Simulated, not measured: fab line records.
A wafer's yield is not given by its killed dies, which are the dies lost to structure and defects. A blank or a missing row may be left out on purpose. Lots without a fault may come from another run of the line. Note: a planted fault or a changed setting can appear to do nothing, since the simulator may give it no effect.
Matching of chambers / flow n5-finfet / N5_GATE_CUT_CMP_61 on cmp-04: 4 sister chambers
The step polishes, stops on SiNx, t overpolish 3 s. 4 wafers are shown with their chamber, then 12 later ones without.

EACH WAFER AND ITS CHAMBER
wafer=L086.1; chamber=3; motor-current-A (A)=15.8
wafer=L087.5; chamber=0; motor-current-A (A)=11.6
wafer=L088.1; chamber=1; motor-current-A (A)=11.8
wafer=L088.5; chamber=2; motor-current-A (A)=13.4

WAFERS MISSING THEIR CHAMBER
wafer=L091.1; motor-current-A (A)=12.7
wafer=L091.2; motor-current-A (A)=12.0
wafer=L091.4; motor-current-A (A)=15.9
wafer=L093.2; motor-current-A (A)=16.2
wafer=L093.4; motor-current-A (A)=11.7
wafer=L093.6; motor-current-A (A)=12.2
wafer=L095.1; motor-current-A (A)=11.4
wafer=L095.3; motor-current-A (A)=13.4
wafer=L095.6; motor-current-A (A)=11.2
wafer=L096.1; motor-current-A (A)=15.6
wafer=L096.3; motor-current-A (A)=11.6
wafer=L096.4; motor-current-A (A)=13.6

WHICH CHAMBER EACH ONE RAN IN
wafer=L091.1; from the rows above=can't be placed: 2 or 1 or 0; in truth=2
wafer=L091.2; from the rows above=can't be placed: 1 or 0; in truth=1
wafer=L091.4; from the rows above=3; in truth=3
wafer=L093.2; from the rows above=3; in truth=3
wafer=L093.4; from the rows above=can't be placed: 0 or 1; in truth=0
wafer=L093.6; from the rows above=can't be placed: 1 or 0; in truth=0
wafer=L095.1; from the rows above=can't be placed: 0 or 1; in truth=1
wafer=L095.3; from the rows above=2; in truth=2
wafer=L095.6; from the rows above=can't be placed: 0 or 1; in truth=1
wafer=L096.1; from the rows above=3; in truth=3
wafer=L096.3; from the rows above=can't be placed: 0 or 1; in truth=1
wafer=L096.4; from the rows above=2; in truth=2
5 of 12 placed correctly. Unplaceable from these rows: 7, with the true chamber sitting among the candidates in 7. Wrongly placed: 0.
How it was worked out, from the rows above alone: a wafer's distance from a chamber is the root of the sum, over the readings, of the square of ((its reading less the chamber's mean) divided by the reading's scatter). The wafer belongs to the nearest chamber; if the next one is less than 2 further off, it can't be placed. A chamber's mean is the mean of its shown wafers. The scatter: root of mean squared gap, hidden wafer to nearest shown wafer, with one shown wafer a chamber.
